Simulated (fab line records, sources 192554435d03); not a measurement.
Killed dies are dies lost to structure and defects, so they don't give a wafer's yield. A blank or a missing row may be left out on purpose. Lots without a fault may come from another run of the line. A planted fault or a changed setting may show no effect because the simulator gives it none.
Which tool did it? | flow n5_finfet | 12 lots, 36 wafers sampled, at 4 steps of a route of 1938

WHAT THE GAUGES READ, wafer by wafer
N5_BEOL_M15_INSPECT_30: inspects for defects (macro).
lot  | measured     | on                | raw_defect_count
L074 | day 12 03:05 | defect_inspect-02 | 2 1 4
L076 | day 12 09:05 | defect_inspect-02 | 1 2 4
L079 | day 12 23:39 | defect_inspect-02 | 3 5 1
L081 | day 13 07:20 | defect_inspect-02 | 2 2 3
L083 | day 14 00:20 | defect_inspect-02 | 2 1 0
L086 | day 14 09:16 | defect_inspect-02 | 3 1 2
L087 | day 15 05:01 | defect_inspect-01 | 3 1 0
L092 | day 15 15:01 | defect_inspect-01 | 3 2 1
L089 | day 16 07:01 | defect_inspect-02 | 2 0 1
L093 | day 16 17:00 | defect_inspect-02 | 1 2 1
L095 | day 17 04:33 | defect_inspect-02 | 3 1 4
L097 | day 17 17:52 | defect_inspect-02 | 7 5 1

WHICH TOOL RAN EACH LOT (tool, then ch and the chambers of the sampled wafers, then the start)
lot  | N5_BEOL_M15_DESCUM_15              | N5_BEOL_M15_ETCH_59                | N5_BEOL_M15_ETCH_57
L074 | rie_diel-01 ch 0,1,2, day 12 01:40 | rie_diel-01 ch 0,1,2, day 12 01:42 | rie_diel-01 ch 0,1,3, day 12 02:16
L076 | rie_diel-06 ch 2,3, day 12 07:39   | rie_diel-06 ch 2,3, day 12 07:41   | rie_diel-01 ch 0,1,3, day 12 08:16
L079 | rie_diel-06 ch 0,2,3, day 12 22:06 | rie_diel-06 ch 0,2,3, day 12 22:08 | rie_diel-05 ch 0,1,2, day 12 22:42
L081 | rie_diel-06 ch 0,1,3, day 13 05:55 | rie_diel-06 ch 0,1,3, day 13 05:57 | rie_diel-05 ch 0,3, day 13 06:31
L083 | rie_diel-06 ch 0,3, day 13 22:47   | rie_diel-06 ch 0,3, day 13 22:49   | rie_diel-05 ch 0,1,2, day 13 23:23
L086 | rie_diel-01 ch 2,3, day 14 07:51   | rie_diel-01 ch 2,3, day 14 07:53   | rie_diel-01 ch 0,2, day 14 08:27
L087 | rie_diel-05 ch 0,3, day 15 03:35   | rie_diel-05 ch 0,3, day 15 03:38   | rie_diel-01 ch 1,2,3, day 15 04:11
L092 | rie_diel-06 ch 0,1,2, day 15 13:32 | rie_diel-06 ch 0,1,2, day 15 13:34 | rie_diel-06 ch 1,2,3, day 15 14:11
L089 | rie_diel-05 ch 0,1,2, day 16 05:35 | rie_diel-05 ch 0,1,2, day 16 05:38 | rie_diel-06 ch 0,1,2, day 16 06:12
L093 | rie_diel-05 ch 2,3, day 16 15:27   | rie_diel-05 ch 2,3, day 16 15:29   | rie_diel-01 ch 1,2, day 16 16:03
L095 | rie_diel-01 ch 0,1,2, day 17 03:08 | rie_diel-01 ch 0,1,2, day 17 03:10 | rie_diel-05 ch 0,1, day 17 03:43
L097 | rie_diel-05 ch 0,1,2, day 17 16:19 | rie_diel-05 ch 0,1,2, day 17 16:21 | rie_diel-01 ch 1,2, day 17 16:55
- N5_BEOL_M15_DESCUM_15: chemistry O2, time 7.9 s.
- N5_BEOL_M15_ETCH_59: etches BARC in N2/H2, target depth 89 nm, overetch 26.7 nm, time 67.9 s.
- N5_BEOL_M15_ETCH_57: etches SOC in N2/H2, time 750 s.

THE ANSWER, worked out from the rows above alone
Rule: what is usual is taken from the lots themselves. Put in order of their means at a reading, lots are off if they are a third of the lots or fewer, leave a main group of 4 or more, and stand apart from it by a gap of 3 or more times the standard deviation of the main group's means; of several such gaps the widest counts. A main group whose means are all the same, to the digits that the tables above print for the reading, isn't used. A lot without any number at a reading at which 4 lots or more have one is off too. The other lots that the step has rows for count as sound.
No lot is off at any reading shown: from this, nothing can be told.

WHAT THE SIMULATOR HAD PUT IN
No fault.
